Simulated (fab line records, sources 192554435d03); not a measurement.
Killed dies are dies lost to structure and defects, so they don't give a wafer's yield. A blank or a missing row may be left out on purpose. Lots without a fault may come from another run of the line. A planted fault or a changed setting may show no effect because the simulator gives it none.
fab line records | flow n5_finfet
record lots=5 wafers=15 last_day=18
route steps=1938 shown BEOL_M4@1026
lots that met no fault: from a run of the same line without faults
start_h: hours from the record's first day to the start of the lot's first wafer shown | wait_h: hours since the lot's step before | " the same as in the row above | L1.1+2: a row that stands for several wafers | - no value, or no start given | * or withheld: withheld | < > ~ a bound
route shown NAME@n: a module of which the file shows steps, and the number in the route of the first | usual: mean/standard deviation of fault-free wafers | same: alike in all rows | chamber/n: place in a boat | sites: the reading at each site | _std_site: their standard deviation | _edge_site: outer sites' mean less inner sites' | radius_mm: how far each site lies from the wafer's centre | mask NAME#n: copy n | behind: the tool/chamber that last shaped the wafer | hold: why the lot was held/for how many hours/how that ended | device: the transistor (n, p or np) that didn't switch | end of line: the same wafers' tests at the end of the route | a step without rows: its recipe alone | killed: dies lost to structure and defects at the first sort, not the wafer's yield | map: a wafer's dies, x killed, . not, _ none there
set.NAME: the setting as run; set.NAME@STEP: as run at that earlier step | model.NAME: the simulator's own value behind a step, which no gauge read
lots at some steps of the route; a table a step, a row a wafer
services: from which hour (start_h, from the record's first day; less than 0 if before it) a tool's chamber was out of use, for how many hours, and why
## steps
# step N5_BEOL_M4_COAT_62
# recipe resist=SiARC temp_c=220 time_s=60 spin_rpm=1500 resist_thk_nm=12
# columns lot.wafer tool chamber start_h wait_h
L079.1+2+4 litho_track-01 0 - -
L081.2+4+5 litho_track-01 0 - -
L086.2+3+5 litho_track-04 0 - -
L087.1+4+6 litho_track-04 0 - -
L092.3+4+6 litho_track-05 0 - -
# step N5_BEOL_M4_COAT_73
# recipe resist=underlayer temp_c=205 time_s=60 spin_rpm=1500 resist_thk_nm=5
# columns lot.wafer tool chamber start_h wait_h
L079.1+2+4 litho_track-01 0 - -
L081.2+4+5 litho_track-01 0 - -
L086.2+3+5 litho_track-04 0 - -
L087.1+4+6 litho_track-04 0 - -
L092.3+4+6 litho_track-05 0 - -
# step N5_BEOL_M4_COAT_05
# recipe resist=CAR-EUV spin_rpm=1500 resist_thk_nm=30
# columns lot.wafer tool chamber start_h wait_h
L079.1+2+4 litho_track-01 0 - -
L081.2+4+5 litho_track-01 0 - -
L086.2+3+5 litho_track-04 0 - -
L087.1+4+6 litho_track-04 0 - -
L092.3+4+6 litho_track-05 0 - -
# step N5_BEOL_M4_EBR_07
# recipe solvent=PGMEA ebr_width_mm=1.5
# columns lot.wafer tool chamber start_h wait_h
L079.1+2+4 litho_track-01 0 - -
L081.2+4+5 litho_track-01 0 - -
L086.2+3+5 litho_track-04 0 - -
L087.1+4+6 litho_track-04 0 - -
L092.3+4+6 litho_track-05 0 - -
# step N5_BEOL_M4_SOFTBAKE_06
# recipe temp_c=110 time_s=60 resist=CAR-EUV
# columns lot.wafer tool chamber start_h wait_h
L079.1+2+4 litho_track-01 0 - -
L081.2+4+5 litho_track-01 0 - -
L086.2+3+5 litho_track-04 0 - -
L087.1+4+6 litho_track-04 0 - -
L092.3+4+6 litho_track-05 0 - -
# step N5_BEOL_M4_EXPOSE_08
# recipe mask_id=M4 na=0.33 source_shape=dipole sigma_inner=0.369 sigma_outer=0.767 polarization=unpolarized dose_mj=41.25
# columns lot.wafer tool chamber start_h wait_h mask
L079.1+2+4 euv_scanner-02 0 235.44 - M4#0
L081.2+4+5 euv_scanner-01 0 241.58 - M4#0
L086.2+3+5 euv_scanner-02 0 282.74 - M4#0
L087.1+4+6 euv_scanner-02 0 282.91 - M4#0
L092.3+4+6 euv_scanner-01 0 309.93 - M4#0
# step N5_BEOL_M4_PEB_09
# recipe peb_temp_c=100 peb_time_s=60 resist=CAR-EUV
# columns lot.wafer tool chamber start_h wait_h
L079.1+2+4 litho_track-05 0 235.50 0.1
L081.2+4+5 litho_track-04 0 241.63 0.1
L086.2+3+5 litho_track-05 0 282.80 0.1
L087.1+4+6 litho_track-05 0 282.97 0.1
L092.3+4+6 litho_track-05 0 309.98 0.0
# step N5_BEOL_M4_DEVELOP_10
# recipe develop_time_s=30 developer=TMAH resist=CAR-EUV rinse_liquid=surfactant_rinse dry=air_spin dev_temp_c=23
# columns lot.wafer tool chamber start_h wait_h
L079.1+2+4 litho_track-05 0 - -
L081.2+4+5 litho_track-04 0 - -
L086.2+3+5 litho_track-05 0 - -
L087.1+4+6 litho_track-05 0 - -
L092.3+4+6 litho_track-05 0 - -
# step N5_BEOL_M4_CD_MEAS_11
# recipe target_cd_nm=16.79 landing_energy_ev=500 detector=se_inlens polarity=opening
# usual cd_nm=16.75/0.26
# columns lot.wafer tool chamber start_h wait_h cd_nm
L079.1 cd_sem-01 0 235.57 - 16.25
L079.2 " 0 " " 16.90
L079.4 " 0 " " 16.61
L081.2 cd_sem-03 0 241.70 - 16.96
L081.4 " 0 " " 17.29
L081.5 " 0 " " 16.64
L086.2 cd_sem-01 0 282.87 - 16.54
L086.3 " 0 " " 16.99
L086.5 " 0 " " 16.66
L087.1 cd_sem-02 0 283.04 - 16.95
L087.4 " 0 " " 17.12
L087.6 " 0 " " 16.62
L092.3 cd_sem-03 0 310.05 - 16.51
L092.4 " 0 " " 16.61
L092.6 " 0 " " 16.31
# step N5_BEOL_M4_OVL_MEAS_12
# recipe points_per_wafer=522
# usual M4_OVL=-0.1/0.7
# columns lot.wafer tool chamber start_h wait_h M4_OVL[nm]
L079.1 overlay-01 0 235.60 0.0 0.6
L079.2 " 0 " " 0.1
L079.4 " 0 " " 0.4
L081.2 overlay-01 0 241.74 0.0 -0.3
L081.4 " 0 " " -0.4
L081.5 " 0 " " -1.5
L086.2 overlay-02 0 282.90 0.0 -0.7
L086.3 " 0 " " -0.2
L086.5 " 0 " " -0.1
L087.1 overlay-01 0 283.07 0.0 -1.1
L087.4 " 0 " " -0.8
L087.6 " 0 " " -0.7
L092.3 overlay-01 0 310.09 0.0 -0.7
L092.4 " 0 " " -0.3
L092.6 " 0 " " -1.5
# step N5_BEOL_M4_INSPECT_13
# recipe mode=adi inspect_instrument=brightfield
# usual raw_defect_count=407/84
# columns lot.wafer tool chamber start_h wait_h raw_defect_count
L079.1 defect_inspect-02 - 235.66 0.1 406
L079.2 " - " " 342
L079.4 " - " " 282
L081.2 defect_inspect-01 - 241.79 0.0 554
L081.4 " - " " 522
L081.5 " - " " 514
L086.2 defect_inspect-02 - 282.96 0.0 342
L086.3 " - " " 311
L086.5 " - " " 262
L087.1 defect_inspect-02 - 283.13 0.1 440
L087.4 " - " " 453
L087.6 " - " " 355
L092.3 defect_inspect-02 - 310.13 0.0 653
L092.4 " - " " 444
L092.6 " - " " 404
# step N5_BEOL_M4_DESCUM_16
# recipe chemistry=O2 time_s=7 source_power_w=50 bias_power_w=20 pressure_mtorr=20 rf_frequency_hz=2.712e+07 temp_c=40 resist=CAR-EUV o2_flow_sccm=225
# usual bias_power_w=19.99/0.061 drypump_motor_current_A=5.8/0.41 oes_product_au=0.77/0.058 rf_vpp_V=243.5/1.1 showerhead_plenum_p_Torr=2.12/0.056 throttle_valve_pct=20.49/0.21
# columns lot.wafer tool chamber start_h wait_h bias_power_w drypump_motor_current_A oes_product_au rf_hours_counter_h rf_vpp_V showerhead_plenum_p_Torr throttle_valve_pct
L079.1 rie_diel-04 2 235.78 0.1 20.11 5.5 0.69 211 244.2 2.16 20.96
L079.2 " 3 " " 19.95 6.5 0.74 195 244.1 2.17 20.27
L079.4 " 0 " " 20.04 6.4 0.90 23 244.8 2.22 20.31
L081.2 rie_diel-06 1 242.65 0.9 19.96 5.7 0.83 78 243.2 2.12 20.47
L081.4 " 0 " " 20.11 6.0 0.74 198 243.4 2.07 20.67
L081.5 " 1 " " 19.92 5.7 0.82 - 244.0 2.12 20.46
L086.2 rie_diel-06 3 283.10 0.1 19.91 5.9 0.73 171 243.4 2.09 20.51
L086.3 " 0 " " 20.00 5.9 0.71 214 243.4 2.07 20.68
L086.5 " 2 " " 20.01 5.0 0.71 - 243.4 2.17 20.39
L087.1 rie_diel-04 3 283.56 0.4 19.94 6.5 0.73 206 243.1 2.17 20.26
L087.4 " 1 " " 19.97 5.3 0.78 127 242.7 2.09 20.16
L087.6 " 2 " " 19.98 5.4 0.68 - 243.7 2.15 21.01
L092.3 rie_diel-01 3 311.03 0.9 19.98 5.6 0.73 176 244.2 2.08 20.60
L092.4 " 1 " " 19.93 5.8 0.79 124 244.0 2.11 20.45
L092.6 " 3 " " 19.94 5.6 0.73 - 243.2 2.08 20.60
# step N5_BEOL_M4_ETCH_74
# recipe chemistry=N2/H2 target=underlayer target_depth_a=65 mask_material=CAR-EUV time_s=5.2 ion_energy_ev=200 pressure_mtorr=30 source_w=840 bias_w=150 n2_flow_sccm=200 h2_flow_sccm=200 ends=cleared
# usual drypump_motor_current_A=5.8/0.41 etch_rf_on_time_s=5.17/0.056 h2_flow_sccm=199.9/0.58 oes_product_au=0.66/0.051 rf_vpp_V=524.9/2.2 showerhead_plenum_p_Torr=2.58/0.069 throttle_valve_pct=17.92/0.24
# columns lot.wafer tool chamber start_h wait_h drypump_motor_current_A etch_rf_on_time_s h2_flow_sccm oes_product_au rf_hours_counter_h rf_vpp_V showerhead_plenum_p_Torr throttle_valve_pct
L079.1 rie_diel-04 2 235.82 0.0 5.5 5.15 199.3 0.60 211 526.5 2.62 18.45
L079.2 " 3 " " 6.5 5.18 200.2 0.63 195 526.6 2.63 17.62
L079.4 " 0 " " 6.4 5.11 200.0 0.77 23 528.8 2.71 17.71
L081.2 rie_diel-06 1 242.68 0.0 5.8 5.18 198.7 0.72 78 526.0 2.57 17.87
L081.4 " 0 " " 5.9 5.22 198.2 0.61 198 524.1 2.52 18.15
L081.5 " 1 " " 5.8 5.21 199.6 0.71 - 524.6 2.57 17.88
L086.2 rie_diel-06 3 283.14 0.0 5.9 5.05 199.8 0.64 171 525.8 2.53 17.85
L086.3 " 0 " " 6.0 5.14 200.1 0.61 214 522.5 2.51 18.13
L086.5 " 2 " " 5.1 5.14 199.4 0.60 - 525.4 2.63 17.87
L087.1 rie_diel-04 3 283.60 0.0 6.5 5.18 200.8 0.62 206 528.4 2.62 17.64
L087.4 " 1 " " 5.3 5.25 200.8 0.67 127 521.7 2.55 17.53
L087.6 " 2 " " 5.4 5.12 200.5 0.59 - 527.1 2.61 18.48
L092.3 rie_diel-01 3 311.07 0.0 5.6 5.26 200.1 0.62 176 523.5 2.53 18.04
L092.4 " 1 " " 5.8 5.18 199.8 0.66 124 527.4 2.56 17.89
L092.6 " 3 " " 5.6 5.24 200.2 0.62 - 523.7 2.53 18.04
# step N5_BEOL_M4_ETCH_63
# recipe chemistry=CF4 target=SiARC target_depth_a=156 mask_material=CAR-EUV time_s=26 ion_energy_ev=80 pressure_mtorr=40 source_w=545 bias_w=36 Ar_flow_sccm=100 cf4_flow_sccm=100 ends=cleared
# usual drypump_motor_current_A=5.8/0.41 etch_rf_on_time_s=25.97/0.27 oes_product_au=0.66/0.049 rf_vpp_V=184.5/1 showerhead_plenum_p_Torr=2.17/0.053 throttle_valve_pct=15.67/0.2
# columns lot.wafer tool chamber start_h wait_h drypump_motor_current_A etch_rf_on_time_s oes_product_au rf_hours_counter_h rf_vpp_V showerhead_plenum_p_Torr throttle_valve_pct
L079.1 rie_diel-04 2 235.83 0.0 5.4 25.68 0.60 211 185.9 2.20 16.13
L079.2 " 3 " " 6.5 26.16 0.63 195 186.0 2.21 15.48
L079.4 " 0 " " 6.4 25.62 0.78 23 185.7 2.27 15.50
L081.2 rie_diel-06 1 242.70 0.0 5.7 25.61 0.71 78 184.5 2.16 15.65
L081.4 " 0 " " 6.0 25.90 0.63 198 181.7 2.12 15.85
L081.5 " 1 " " 5.7 25.67 0.70 - 184.7 2.16 15.65
L086.2 rie_diel-06 3 283.15 0.0 5.9 25.76 0.63 171 183.7 2.13 15.60
L086.3 " 0 " " 6.0 26.15 0.61 214 185.7 2.12 15.88
L086.5 " 2 " " 5.1 25.81 0.61 - 185.4 2.22 15.59
L087.1 rie_diel-04 3 283.61 0.0 6.5 26.03 0.63 206 186.3 2.21 15.50
L087.4 " 1 " " 5.3 25.81 0.66 127 184.9 2.14 15.38
L087.6 " 2 " " 5.4 25.90 0.59 - 185.7 2.19 16.15
L092.3 rie_diel-01 3 311.09 0.0 5.6 26.32 0.62 176 184.1 2.14 15.82
L092.4 " 1 " " 5.8 26.09 0.66 124 184.3 2.15 15.60
L092.6 " 3 " " 5.6 26.38 0.63 - 183.1 2.14 15.83
# step N5_BEOL_M4_ETCH_64
# recipe chemistry=N2/H2 target=SOC target_depth_a=750 overetch_a=225 mask_material=SiARC temp_c=40 time_s=121.9 ion_energy_ev=200 pressure_mtorr=30 source_w=840 bias_w=150 n2_flow_sccm=200 h2_flow_sccm=200
# usual drypump_motor_current_A=5.8/0.41 h2_flow_sccm=200.0/0.56 oes_product_au=0.58/0.042 rf_vpp_V=524.7/2 showerhead_plenum_p_Torr=2.58/0.069 throttle_valve_pct=17.87/0.24
# columns lot.wafer tool chamber start_h wait_h drypump_motor_current_A h2_flow_sccm oes_product_au rf_hours_counter_h rf_vpp_V showerhead_plenum_p_Torr throttle_valve_pct
L079.1 rie_diel-04 2 235.86 0.0 5.4 200.8 0.53 211 526.0 2.62 18.40
L079.2 " 3 " " 6.4 199.9 0.56 195 525.9 2.63 17.60
L079.4 " 0 " " 6.4 199.4 0.68 23 527.4 2.71 17.68
L081.2 rie_diel-06 1 242.73 0.0 5.7 200.2 0.62 79 523.7 2.57 17.83
L081.4 " 0 " " 6.0 201.0 0.55 198 523.1 2.52 18.07
L081.5 " 1 " " 5.7 200.5 0.63 - 524.0 2.57 17.84
L086.2 rie_diel-06 3 283.18 0.0 5.9 199.8 0.56 171 523.1 2.53 17.79
L086.3 " 0 " " 5.9 199.9 0.54 214 522.4 2.51 18.12
L086.5 " 2 " " 5.1 201.0 0.54 - 526.6 2.63 17.82
L087.1 rie_diel-04 3 283.64 0.0 6.5 199.9 0.56 206 526.2 2.62 17.60
L087.4 " 1 " " 5.3 200.0 0.59 127 524.5 2.55 17.50
L087.6 " 2 " " 5.4 198.9 0.52 - 525.7 2.61 18.44
L092.3 rie_diel-01 3 311.11 0.0 5.6 201.0 0.56 176 522.5 2.53 18.02
L092.4 " 1 " " 5.7 198.3 0.60 124 523.7 2.56 17.84
L092.6 " 3 " " 5.6 199.3 0.56 - 525.1 2.53 18.01
# step N5_BEOL_M4_STRIP_65
# recipe chemistry=N2/H2 temp_c=40 n2_flow_sccm=200 h2_flow_sccm=200 rf_frequency_hz=6e+07
# columns lot.wafer tool chamber start_h wait_h
L079.1+2+4 rie_diel-04 2,3,0 235.97 0.1
L081.2+4+5 rie_diel-06 1,0,1 242.84 0.1
L086.2+3+5 rie_diel-06 3,0,2 283.30 0.1
L087.1+4+6 rie_diel-04 3,1,2 283.75 0.1
L092.3+4+6 rie_diel-01 3,1,3 311.23 0.1
# step N5_BEOL_M4_STRIP_75
# recipe chemistry=N2/H2 temp_c=40 n2_flow_sccm=200 h2_flow_sccm=200 rf_frequency_hz=6e+07
# columns lot.wafer tool chamber start_h wait_h
L079.1+2+4 rie_diel-04 2,3,0 235.98 0.0
L081.2+4+5 rie_diel-06 1,0,1 242.85 0.0
L086.2+3+5 rie_diel-06 3,0,2 283.31 0.0
L087.1+4+6 rie_diel-04 3,1,2 283.76 0.0
L092.3+4+6 rie_diel-01 3,1,3 311.24 0.0
# step N5_BEOL_M4_STRIP_66
# recipe chemistry=CF4 resist=SiARC power_w=300 bias_power_w=75 pressure_mtorr=50 cf4_flow_sccm=150 rf_frequency_hz=6e+07
# usual bias_power_w=74.98/0.23 drypump_motor_current_A=5.8/0.4 oes_product_au=0.76/0.056 rf_vpp_V=271.6/1.2 showerhead_plenum_p_Torr=1.82/0.045 throttle_valve_pct=13.65/0.2
# columns lot.wafer tool chamber start_h wait_h bias_power_w drypump_motor_current_A oes_product_au rf_hours_counter_h rf_vpp_V showerhead_plenum_p_Torr throttle_valve_pct
L079.1 rie_diel-04 2 235.99 0.0 74.72 5.4 0.70 211 272.1 1.84 14.11
L079.2 " 3 " " 74.72 6.5 0.73 196 271.9 1.85 13.52
L079.4 " 0 " " 75.08 6.4 0.90 23 272.7 1.90 13.42
L081.2 rie_diel-06 1 242.86 0.0 74.95 5.7 0.81 79 271.9 1.81 13.61
L081.4 " 0 " " 75.17 6.0 0.73 198 269.3 1.78 13.87
L081.5 " 1 " " 74.95 5.7 0.82 - 269.7 1.81 13.58
L086.2 rie_diel-06 3 283.32 0.0 74.49 5.9 0.72 171 271.3 1.78 13.58
L086.3 " 0 " " 74.88 5.9 0.71 214 271.1 1.78 13.90
L086.5 " 2 " " 74.98 5.1 0.70 - 272.1 1.86 13.62
L087.1 rie_diel-04 3 283.77 0.0 75.30 6.5 0.73 206 272.8 1.85 13.52
L087.4 " 1 " " 74.83 5.3 0.77 127 271.3 1.79 13.37
L087.6 " 2 " " 74.95 5.4 0.67 - 272.2 1.84 14.16
L092.3 rie_diel-01 3 311.25 0.0 75.13 5.6 0.73 176 272.8 1.79 13.79
L092.4 " 1 " " 74.81 5.7 0.78 124 271.6 1.79 13.56
L092.6 " 3 " " 75.06 5.6 0.73 - 271.2 1.79 13.78
# step N5_BEOL_M4_HM_OPEN_17
# recipe chemistry=Cl2/BCl3 target_depth_a=200 overetch_a=60 target=TiN mask_material=SOC ion_energy_ev=150 pressure_mtorr=10 icp_w=1000 bias_w=126 Cl2_flow_sccm=53.25 bcl3_flow_sccm=21.75 Ar_flow_sccm=25
# usual drypump_motor_current_A=6.1/0.5 oes_product_au=0.69/0.08 throttle_valve_pct=22.00/0.2
# columns lot.wafer tool chamber start_h wait_h drypump_motor_current_A oes_product_au rf_hours_counter_h throttle_valve_pct
L079.1 rie_metal-01 0 236.04 0.0 6.7 0.79 3 22.05
L079.2 " 1 " " 6.1 0.66 38 21.83
L079.4 " 1 " " 6.2 0.66 - 21.84
L081.2 rie_metal-01 0 242.90 0.0 6.8 0.78 4 22.06
L081.4 " 0 " " 6.7 0.78 - 22.07
L081.5 " 0 " " 6.7 0.78 - 22.09
L086.2 rie_metal-01 1 283.36 0.0 6.1 0.65 42 21.85
L086.3 " 1 " " 6.2 0.65 - 21.85
L086.5 " 0 " " 6.7 0.76 - 22.06
L087.1 rie_metal-02 1 283.81 0.0 6.0 0.69 28 22.39
L087.4 " 1 " " 6.0 0.70 - 22.38
L087.6 " 1 " " 6.0 0.69 - 22.41
L092.3 rie_metal-01 0 311.32 0.1 6.7 0.74 - 22.08
L092.4 " 1 " " 6.1 0.64 - 21.87
L092.6 " 1 " " 6.1 0.64 - 21.85
# step N5_BEOL_M4_STRIP_19
# recipe chemistry=O2 power_w=400 temp_c=40 pressure_mtorr=30 rf_frequency_hz=6e+07 bias_power_w=0 overash_fraction=0.2 o2_flow_sccm=225
# usual drypump_motor_current_A=5.8/0.45 oes_product_au=0.77/0.063 rf_vpp_V=3.7/0.43 showerhead_plenum_p_Torr=2.13/0.052 throttle_valve_pct=16.73/0.21
# same bias_power_w=0
# columns lot.wafer tool chamber start_h wait_h drypump_motor_current_A oes_product_au rf_hours_counter_h rf_vpp_V showerhead_plenum_p_Torr throttle_valve_pct
L079.1 rie_diel-06 3 236.20 0.1 5.9 0.76 154 4.1 2.10 16.71
L079.2 " 0 " " 5.9 0.74 195 4.2 2.08 16.92
L079.4 " 2 " " 5.0 0.73 184 3.5 2.18 16.62
L081.2 rie_diel-04 2 243.07 0.1 5.4 0.69 214 4.1 2.16 17.20
L081.4 " 0 " " 6.4 0.91 26 3.5 2.23 16.53
L081.5 " 2 " " 5.4 0.70 - 2.4 2.16 17.21
L086.2 rie_diel-04 2 283.52 0.1 5.4 0.68 237 3.4 2.15 17.25
L086.3 " 3 " " 6.5 0.73 206 3.8 2.17 16.58
L086.5 " 1 " " 5.3 0.78 - 4.1 2.10 16.43
L087.1 rie_diel-06 3 284.02 0.2 5.9 0.73 172 3.5 2.10 16.74
L087.4 " 1 " " 5.7 0.80 97 4.2 2.11 16.73
L087.6 " 2 " " 5.1 0.71 - 4.0 2.18 16.65
L092.3 rie_diel-01 1 311.42 0.1 5.8 0.78 124 4.2 2.11 16.71
L092.4 " 1 " " 5.8 0.78 - 3.7 2.11 16.69
L092.6 " 3 " " 5.6 0.73 - 3.7 2.09 16.84
# step N5_BEOL_M4_CD_MEAS_18
# recipe pitch_nm=36 target_cd_nm=18
# usual cd_nm=18.0/0.31
# columns lot.wafer tool chamber start_h wait_h cd_nm
L079.1 cd_sem-02 - 236.27 0.0 18.0
L079.2 " - " " 17.6
L079.4 " - " " 17.9
L081.2 cd_sem-02 - 243.15 0.1 18.3
L081.4 " - " " 18.6
L081.5 " - " " 18.2
L086.2 cd_sem-02 - 283.59 0.1 17.7
L086.3 " - " " 17.9
L086.5 " - " " 18.1
L087.1 cd_sem-03 - 284.09 0.0 17.7
L087.4 " - " " 18.2
L087.6 " - " " 18.1
L092.3 cd_sem-01 - 311.49 0.1 17.6
L092.4 " - " " 18.0
L092.6 " - " " 17.4
# step N5_BEOL_M4_COAT_67
# recipe resist=SOC temp_c=250 time_s=60 spin_rpm=1500 resist_thk_nm=60
# columns lot.wafer tool chamber start_h wait_h
L079.1+2+4 litho_track-05 0 236.30 0.0
L081.2+4+5 litho_track-01 0 243.18 0.0
L086.2+3+5 litho_track-04 0 283.63 0.0
L087.1+4+6 litho_track-05 0 284.12 0.0
L092.3+4+6 litho_track-05 0 311.52 0.0
# step N5_BEOL_M4_COAT_68
# recipe resist=SiARC temp_c=220 time_s=60 spin_rpm=1500 resist_thk_nm=12
# columns lot.wafer tool chamber start_h wait_h
L079.1+2+4 litho_track-05 0 - -
L081.2+4+5 litho_track-01 0 - -
L086.2+3+5 litho_track-04 0 - -
L087.1+4+6 litho_track-05 0 - -
L092.3+4+6 litho_track-05 0 - -
# step N5_BEOL_M4_COAT_76
# recipe resist=underlayer temp_c=205 time_s=60 spin_rpm=1500 resist_thk_nm=5
# columns lot.wafer tool chamber start_h wait_h
L079.1+2+4 litho_track-05 0 - -
L081.2+4+5 litho_track-01 0 - -
L086.2+3+5 litho_track-04 0 - -
L087.1+4+6 litho_track-05 0 - -
L092.3+4+6 litho_track-05 0 - -
# step N5_BEOL_M4_COAT_22
# recipe resist=CAR-EUV spin_rpm=1500 resist_thk_nm=30
# columns lot.wafer tool chamber start_h wait_h
L079.1+2+4 litho_track-05 0 - -
L081.2+4+5 litho_track-01 0 - -
L086.2+3+5 litho_track-04 0 - -
L087.1+4+6 litho_track-05 0 - -
L092.3+4+6 litho_track-05 0 - -
# step N5_BEOL_M4_EBR_24
# recipe solvent=PGMEA ebr_width_mm=1.5
# columns lot.wafer tool chamber start_h wait_h
L079.1+2+4 litho_track-05 0 - -
L081.2+4+5 litho_track-01 0 - -
L086.2+3+5 litho_track-04 0 - -
L087.1+4+6 litho_track-05 0 - -
L092.3+4+6 litho_track-05 0 - -
# step N5_BEOL_M4_SOFTBAKE_23
# recipe temp_c=110 time_s=60 resist=CAR-EUV
# columns lot.wafer tool chamber start_h wait_h
L079.1+2+4 litho_track-05 0 - -
L081.2+4+5 litho_track-01 0 - -
L086.2+3+5 litho_track-04 0 - -
L087.1+4+6 litho_track-05 0 - -
L092.3+4+6 litho_track-05 0 - -
# step N5_BEOL_M4_EXPOSE_25
# recipe mask_id=V3 na=0.33 source_shape=quasar sigma_inner=0.2 sigma_outer=0.8 polarization=unpolarized defocus_nm=5 dose_mj=63
# columns lot.wafer tool chamber start_h wait_h mask
L079.1+2+4 euv_scanner-01 0 236.56 - V3#0
L081.2+4+5 euv_scanner-01 0 243.45 - V3#0
L086.2+3+5 euv_scanner-02 0 283.77 - V3#0
L087.1+4+6 euv_scanner-02 0 284.27 - V3#0
L092.3+4+6 euv_scanner-02 0 311.80 - V3#0
# step N5_BEOL_M4_PEB_26
# recipe peb_temp_c=100 peb_time_s=60 resist=CAR-EUV
# columns lot.wafer tool chamber start_h wait_h
L079.1+2+4 litho_track-05 0 236.64 0.1
L081.2+4+5 litho_track-05 0 243.52 0.1
L086.2+3+5 litho_track-01 0 283.84 0.1
L087.1+4+6 litho_track-05 0 284.35 0.1
L092.3+4+6 litho_track-04 0 311.87 0.1
# step N5_BEOL_M4_DEVELOP_27
# recipe develop_time_s=30 developer=TMAH resist=CAR-EUV rinse_liquid=surfactant_rinse dry=air_spin dev_temp_c=23
# columns lot.wafer tool chamber start_h wait_h
L079.1+2+4 litho_track-05 0 - -
L081.2+4+5 litho_track-05 0 - -
L086.2+3+5 litho_track-01 0 - -
L087.1+4+6 litho_track-05 0 - -
L092.3+4+6 litho_track-04 0 - -
# step N5_BEOL_M4_CD_MEAS_28
# recipe target_cd_nm=26.2 landing_energy_ev=500 detector=se_inlens target_cd_y_nm=24.1 polarity=opening
# usual cd_nm=26.14/0.24
# columns lot.wafer tool chamber start_h wait_h cd_nm
L079.1 cd_sem-01 0 236.71 - 26.09
L079.2 " 0 " " 26.21
L079.4 " 0 " " 26.42
L081.2 cd_sem-01 0 243.59 - 25.98
L081.4 " 0 " " 25.81
L081.5 " 0 " " 25.61
L086.2 cd_sem-01 0 283.91 - 26.10
L086.3 " 0 " " 26.48
L086.5 " 0 " " 25.75
L087.1 cd_sem-03 0 284.42 - 25.73
L087.4 " 0 " " 26.05
L087.6 " 0 " " 26.55
L092.3 cd_sem-01 0 311.93 - 26.35
L092.4 " 0 " " 25.98
L092.6 " 0 " " 26.24
# step N5_BEOL_M4_OVL_MEAS_29
# recipe points_per_wafer=522
# usual V3_OVL=-0.2/0.64
# columns lot.wafer tool chamber start_h wait_h V3_OVL[nm]
L079.1 overlay-01 0 236.74 0.0 0.8
L079.2 " 0 " " 1.5
L079.4 " 0 " " 1.0
L081.2 overlay-02 0 243.62 0.0 0.1
L081.4 " 0 " " -0.6
L081.5 " 0 " " 0.5
L086.2 overlay-01 0 283.95 0.0 -0.8
L086.3 " 0 " " -0.2
L086.5 " 0 " " -1.0
L087.1 overlay-02 0 284.45 0.0 0.2
L087.4 " 0 " " 1.0
L087.6 " 0 " " 1.1
L092.3 overlay-01 0 311.97 0.0 -0.5
L092.4 " 0 " " 0.1
L092.6 " 0 " " -0.6
# step N5_BEOL_M4_INSPECT_30
# recipe mode=adi inspect_instrument=brightfield
# usual raw_defect_count=409/85
# columns lot.wafer tool chamber start_h wait_h raw_defect_count
L079.1 defect_inspect-02 - 236.80 0.1 402
L079.2 " - " " 344
L079.4 " - " " 300
L081.2 defect_inspect-01 - 243.68 0.0 567
L081.4 " - " " 531
L081.5 " - " " 489
L086.2 defect_inspect-01 - 284.01 0.1 343
L086.3 " - " " 291
L086.5 " - " " 254
L087.1 defect_inspect-02 - 284.51 0.1 449
L087.4 " - " " 424
L087.6 " - " " 369
L092.3 defect_inspect-01 - 312.02 0.0 639
L092.4 " - " " 493
L092.6 " - " " 386
# step N5_BEOL_M4_DESCUM_33
# recipe chemistry=O2 time_s=7 source_power_w=50 bias_power_w=20 pressure_mtorr=20 rf_frequency_hz=2.712e+07 temp_c=40 resist=CAR-EUV o2_flow_sccm=225
# usual bias_power_w=20.00/0.06 drypump_motor_current_A=5.8/0.44 oes_product_au=0.78/0.068 rf_vpp_V=243.7/1.2 showerhead_plenum_p_Torr=2.13/0.055 throttle_valve_pct=20.47/0.24
# columns lot.wafer tool chamber start_h wait_h bias_power_w drypump_motor_current_A oes_product_au rf_hours_counter_h rf_vpp_V showerhead_plenum_p_Torr throttle_valve_pct
L079.1 rie_diel-04 2 236.84 0.0 20.01 5.4 0.70 212 245.0 2.16 20.96
L079.2 " 0 " " 20.03 6.4 0.91 23 245.4 2.22 20.30
L079.4 " 1 " " 19.96 5.3 0.79 102 245.5 2.10 20.11
L081.2 rie_diel-06 2 243.85 0.2 19.96 5.1 0.72 188 243.8 2.18 20.35
L081.4 " 0 " " 20.01 6.0 0.72 199 242.6 2.07 20.65
L081.5 " 0 " " 19.97 6.0 0.73 - 244.7 2.07 20.67
L086.2 rie_diel-04 2 284.05 0.0 19.88 5.4 0.68 237 243.1 2.15 21.01
L086.3 " 0 " " 19.97 6.4 0.87 47 244.6 2.21 20.34
L086.5 " 1 " " 20.04 5.3 0.78 - 242.1 2.09 20.13
L087.1 rie_diel-04 1 284.75 0.2 19.94 5.3 0.77 128 243.0 2.09 20.16
L087.4 " 3 " " 19.98 6.5 0.73 206 243.3 2.17 20.28
L087.6 " 1 " " 19.99 5.3 0.78 - 243.1 2.09 20.14
L092.3 rie_diel-04 3 312.54 0.5 20.07 6.4 0.73 216 243.3 2.16 20.31
L092.4 " 0 " " 20.00 6.4 0.85 57 245.2 2.21 20.35
L092.6 " 3 " " 19.98 6.5 0.73 - 244.1 2.16 20.30
## services
# columns tool chamber start_h hours kind
rie_diel-06 1 214.42 9.5 repair
euv_scanner-02 - 219.95 1.0 pm
euv_scanner-01 - 226.04 1.0 pm
euv_scanner-01 - 227.05 1.0 pm
euv_scanner-02 - 227.47 2.0 repair
rie_diel-01 - 234.77 2.8 pm
euv_scanner-02 0 236.11 - calibration
rie_metal-02 - 254.09 14.6 pm
rie_diel-06 3 258.10 3.1 repair
rie_diel-04 3 260.32 20.8 repair
euv_scanner-02 - 262.06 1.0 pm
euv_scanner-02 - 264.95 0.5 repair
euv_scanner-01 - 266.41 4.6 pm
rie_metal-02 0 269.00 - clean
rie_metal-02 0 269.00 16.5 scheduled_down
rie_metal-02 0 269.00 16.5 vent_cycle
euv_scanner-01 - 277.99 1.0 pm
euv_scanner-01 - 280.28 12.0 pm
rie_diel-06 1 301.28 8.3 repair
rie_diel-06 - 310.71 2.8 pm
rie_diel-01 0 311.39 14.6 repair
## key
fault none
